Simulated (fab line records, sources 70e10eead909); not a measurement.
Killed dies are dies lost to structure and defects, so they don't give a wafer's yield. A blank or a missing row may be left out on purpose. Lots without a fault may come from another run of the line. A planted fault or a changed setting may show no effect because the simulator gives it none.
A struck lot beside a sound one | flow nand_harc | 14 steps out of a route of 1302
Sound: wafers L842.2, L842.4, L842.6. Struck: wafers L854.4, L854.5, L854.6. The cause comes at the end.
At each step with rows: each side's tool, then ch and its chambers, then its first start. Under that, the readings that differ: sound wafers | struck wafers | difference of the means | sigmas: that difference in standard deviations of wafers without a fault.
alike: readings whose means differ by less than 2 such deviations, and words and numbers that are the same on both sides. not compared: withheld readings, readings that some wafer has no value for, bounds like >300 that may hide the same value, and numbers for which the record gives no deviation and whose values overlap.
The two part at a step that has a row with sigmas, a row that says differs or no value, or rows on one side only. Numbers that don't overlap but have no deviation are shown without sigmas and don't part them. A reading that every wafer of one side lacks parts them only if that side has two wafers or more.

first, 7 steps without rows for these wafers: NHARC_P_ZERO_WELL_COAT_64 (time 65 s); NHARC_P_ZERO_WELL_COAT_05 (resist thk 600 nm); NHARC_P_ZERO_WELL_SOFTBAKE_06 (time 70 s); NHARC_P_ZERO_WELL_EBR_07; NHARC_P_ZERO_WELL_EXPOSE_08 (exposes mask P ZERO, target cd 500 nm); NHARC_P_ZERO_WELL_PEB_09 (peb time 80 s); NHARC_P_ZERO_WELL_DEVELOP_10 (time 50 s).
NHARC_P_ZERO_WELL_CD_MEAS_11: target cd 500 nm.
  sound on cd_sem-01 ch 0, day 5 05:07; struck on cd_sem-03 ch 0, day 10 05:07
  alike: cd_nm
then, 1 step without rows for these wafers: NHARC_P_ZERO_WELL_HARDBAKE_12 (time 65 s).
NHARC_P_ZERO_WELL_DESCUM_13: chemistry O2, time 3 s.
  sound on rie_diel-08 ch 0,1, day 5 05:17; struck on rie_diel-12 ch 0,1,2, day 10 05:17
  alike: drypump_motor_current_A, oes_product_au, rf_vpp_V, showerhead_plenum_p_Torr, throttle_valve_pct
  not compared: rf_hours_counter_h
NHARC_P_ZERO_WELL_ETCH_65: etches the open film in N2/H2, target depth 80 nm, overetch 24 nm, time 87.88 s.
  sound on rie_diel-08 ch 0,1,3, day 5 05:22; struck on rie_diel-12 ch 0,2,3, day 10 05:23
  alike: drypump_motor_current_A, oes_product_au, rf_vpp_V, showerhead_plenum_p_Torr, throttle_valve_pct
  not compared: rf_hours_counter_h
NHARC_P_ZERO_WELL_ETCH_62: etches the open film in CHF3/Ar, target depth 13 nm, time 6.5 s.
  sound on rie_diel-08 ch 0,2; struck on rie_diel-12 ch 0,1
  alike: drypump_motor_current_A, oes_product_au, rf_vpp_V, showerhead_plenum_p_Torr, throttle_valve_pct
  not compared: rf_hours_counter_h
NHARC_P_ZERO_WELL_ETCH_63: etches the open film in HBr/Cl2, target depth 120 nm, time 40.1 s.
  sound on rie_si-04 ch 0,2,3, day 5 05:32; struck on rie_si-02 ch 1,2, day 10 05:32
  reading               | sound             | struck            | difference | sigmas
  oes_product_au (a.u.) | 1.005 1.003 1.006 | 1.221 1.202 1.214 | +0.208     | +25
  alike: drypump_motor_current_A, throttle_valve_pct
  not compared: rf_hours_counter_h
then, 1 step without rows for these wafers: NHARC_P_ZERO_WELL_STRIP_15 (strips in SPM, time 900 s).

WHERE THEY PART
Only at NHARC_P_ZERO_WELL_ETCH_63, within this record.

WHY: what the simulator had put in
Process parameter drift: rie_si-02, from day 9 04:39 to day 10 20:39, at NHARC_P_ZERO_WELL_ETCH_63. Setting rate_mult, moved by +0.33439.
